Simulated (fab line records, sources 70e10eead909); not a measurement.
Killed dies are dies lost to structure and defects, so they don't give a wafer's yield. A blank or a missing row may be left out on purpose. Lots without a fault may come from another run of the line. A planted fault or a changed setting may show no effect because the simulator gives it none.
Chamber matching | flow nand_harc | NHARC_P_M0_PRE_CLEAN_31 on pecvd-04: 3 sister chambers
The step time 12 s. 6 wafers are shown with their chamber, then 11 later ones without.

WAFERS WITH THEIR CHAMBER
wafer  | chamber | heater_power_w (W)
L079.4 | 1       | 629
L079.6 | 2       | 767
L080.2 | 2       | 638
L080.4 | 0       | 706
L080.5 | 1       | 684
L081.2 | 0       | 681

WAFERS WITHOUT THEIR CHAMBER
wafer  | heater_power_w (W)
L081.4 | 726
L081.5 | 689
L090.1 | 724
L090.2 | 652
L090.3 | 610
L093.3 | 644
L093.5 | 649
L093.6 | 655
L094.1 | 705
L094.4 | 711
L094.5 | 654

WHICH CHAMBER EACH WENT THROUGH
wafer  | from the rows above          | in truth
L081.4 | can't be placed: 2 or 0 or 1 | 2
L081.5 | can't be placed: 0 or 2 or 1 | 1
L090.1 | can't be placed: 2 or 0 or 1 | 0
L090.2 | can't be placed: 1 or 0 or 2 | 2
L090.3 | can't be placed: 1 or 0 or 2 | 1
L093.3 | can't be placed: 1 or 0 or 2 | 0
L093.5 | can't be placed: 1 or 0 or 2 | 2
L093.6 | can't be placed: 1 or 0 or 2 | 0
L094.1 | can't be placed: 2 or 0 or 1 | 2
L094.4 | can't be placed: 2 or 0 or 1 | 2
L094.5 | can't be placed: 1 or 0 or 2 | 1
Placed correctly: 0 of 11. Can't be placed from these rows: 11 (the true chamber is among the candidates in 11). Placed wrongly: 0.
How it was worked out, from the rows above alone: a wafer's distance from a chamber is the root of the sum, over the readings, of the square of ((its reading less the chamber's mean) divided by the reading's scatter). The wafer belongs to the nearest chamber; if the next one is less than 2 further off, it can't be placed. A chamber's mean is the mean of its shown wafers. The scatter: the root of (the sum of the squares of (reading less its chamber's mean) over the shown wafers, divided by (wafers less chambers)).
